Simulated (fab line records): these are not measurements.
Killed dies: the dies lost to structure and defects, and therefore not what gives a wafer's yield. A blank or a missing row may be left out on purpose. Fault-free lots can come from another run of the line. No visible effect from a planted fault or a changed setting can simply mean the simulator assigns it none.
Split-lot trial ; flow n5-finfet ; 21 wafers read from 7 lots, route of 1938 steps

== SPLIT DETAILS ==
At N5_BEOL_M11_COAT_59 (time 60 s, resist thk 100 nm), the setting spin-rpm was moved away from the recipe's 1500 rpm on 7 of the 21 wafers read, by -8.5% to +6.5%. The other wafers ran this setting at the recipe's value.

== FROM THE SPLIT TO THE READING: what the file shows between them, 7 steps ==
- N5_BEOL_M11_COAT_60: time 60 s, resist thk 30 nm
- N5_BEOL_M11_COAT_05: resist thk 90 nm
- N5_BEOL_M11_DESCUM_16: chemistry O2, time 7.9 s
- N5_BEOL_M11_ETCH_61: etches SiARC in CF4, target depth 39 nm, time 65 s
- N5_BEOL_M11_ETCH_62: etches SOC in N2/H2, target depth 110 nm, overetch 22 nm, time 165 s
- N5_BEOL_M11_STRIP_68: strips in N2/H2
- N5_BEOL_M11_STRIP_67: strips in CF4

== THE READING ==
SOC_of_BEOL_M11_COAT_59.thk-nm (the simulator's own value, which no gauge read), in nm, at N5_BEOL_M11_HM_OPEN_17 (chemistry Cl2/BCl3, target TiN, target depth 20 nm, overetch 6 nm). The file gives no usual value for it. Average 91.8 nm, standard deviation 0.33 nm, over the 14 wafers here run with the recipe.

wafer;tool, chamber at the split;spin-rpm as run, rpm;against the recipe;SOC_of_BEOL_M11_COAT_59.thk-nm, nm;against lot-mates on the recipe
L079.1;litho-track-05, 0;1500;recipe;91.8;-
L079.3;litho-track-05, 0;1500;recipe;91.4;-
L079.5;litho-track-05, 0;1500;recipe;91.2;-
L082.2;litho-track-05, 0;1597;+6.5%;88.8;-3.2
L082.4;litho-track-05, 0;1500;recipe;92;-
L082.5;litho-track-05, 0;1597;+6.5%;89.4;-2.6
L087.1;litho-track-02, 0;1570;+4.7%;90.2;-2.1
L087.3;litho-track-02, 0;1500;recipe;92.6;-
L087.4;litho-track-02, 0;1500;recipe;92;-
L091.3;litho-track-02, 0;1500;recipe;91.6;-
L091.5;litho-track-02, 0;1500;recipe;91.6;-
L091.4;litho-track-02, 0;1500;recipe;91.8;-
L093.1;litho-track-04, 0;1421;-5.3%;94.8;+2.8
L093.2;litho-track-04, 0;1500;recipe;92;-
L093.4;litho-track-04, 0;1421;-5.3%;94.6;+2.6
L094.1;litho-track-05, 0;1500;recipe;91.8;-
L094.2;litho-track-05, 0;1500;recipe;92.2;-
L094.6;litho-track-05, 0;1590;+6.0%;89.4;-2.6
L096.2;litho-track-02, 0;1372;-8.5%;96.6;+4.7
L096.4;litho-track-02, 0;1500;recipe;92;-
L096.5;litho-track-02, 0;1500;recipe;91.8;-

THE FIT
A straight line over all 21 wafers: SOC_of_BEOL_M11_COAT_59.thk-nm changes by -0.479 nm for each +1% of spin-rpm; r = -0.98; the points scatter about the line by 0.38 nm.
The same after taking each lot's own level away (the mean of its wafers on the recipe; 21 wafers): -0.489 nm for each +1%; r = -0.99; scatter 0.24 nm.
Per that fit: largest spin-rpm move, reading shift of 4.2 nm.
The span of the lots' own levels, 91.47 to 92.30 nm, comes to 2.5 times the standard deviation stated above.
The two slopes agree, so the slope changes little with the lot-to-lot level.
Check: for one of the wafers moved furthest among these (-8.5%), held out of the fit, the line's prediction against its lot-mates is +4.04 nm. It came out at +4.7 nm against them.

== FURTHER SPLITS ON THESE WAFERS ==
Note: prior to the reading, these wafers also went through further splits. Each is held against what the fit with the lots' levels taken away leaves over:
other split on the same wafers;wafers away from the commonest value;r with SOC_of_BEOL_M11_COAT_59.thk-nm (lot level and that fit taken away)
N5_BEOL_M9_COAT_60 spin-rpm;5;+0.04
N5_BEOL_M9_ETCH_62 source-w;4;+0.28
N5_BEOL_M9_CMP_52 down-force-psi;5;-0.13
N5_BEOL_M10_PECVD_70 time-s;5;+0.21
N5_BEOL_M11_PECVD_70 time-s;6;+0.05

== THE WHOLE CHAIN: every reading that the file lists as answering this split, in the file's order ==
step;what it does;reading;change (the file's fit);r (the file's)
N5_BEOL_M11_COAT_59;time 60 s, resist thk 100 nm;SOC_of_BEOL_M11_COAT_59.thk-nm (the simulator's own value, which no gauge read);-0.5 nm for each +1% of the setting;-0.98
N5_BEOL_M11_ETCH_62;etches SOC in N2/H2, target depth 110 nm, overetch 22 nm, time 165 s;etch.depth-nm (the simulator's own value, which no gauge read);-0.491 nm for each +1% of the setting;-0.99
N5_BEOL_M11_HM_OPEN_17;chemistry Cl2/BCl3, target TiN, target depth 20 nm, overetch 6 nm;SOC_of_BEOL_M11_COAT_59.thk-nm (the simulator's own value, which no gauge read);-0.492 nm for each +1% of the setting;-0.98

== FILE'S OWN FIT ==
SOC_of_BEOL_M11_COAT_59.thk-nm changes by -0.492 nm for each +1% of spin-rpm, r = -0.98.
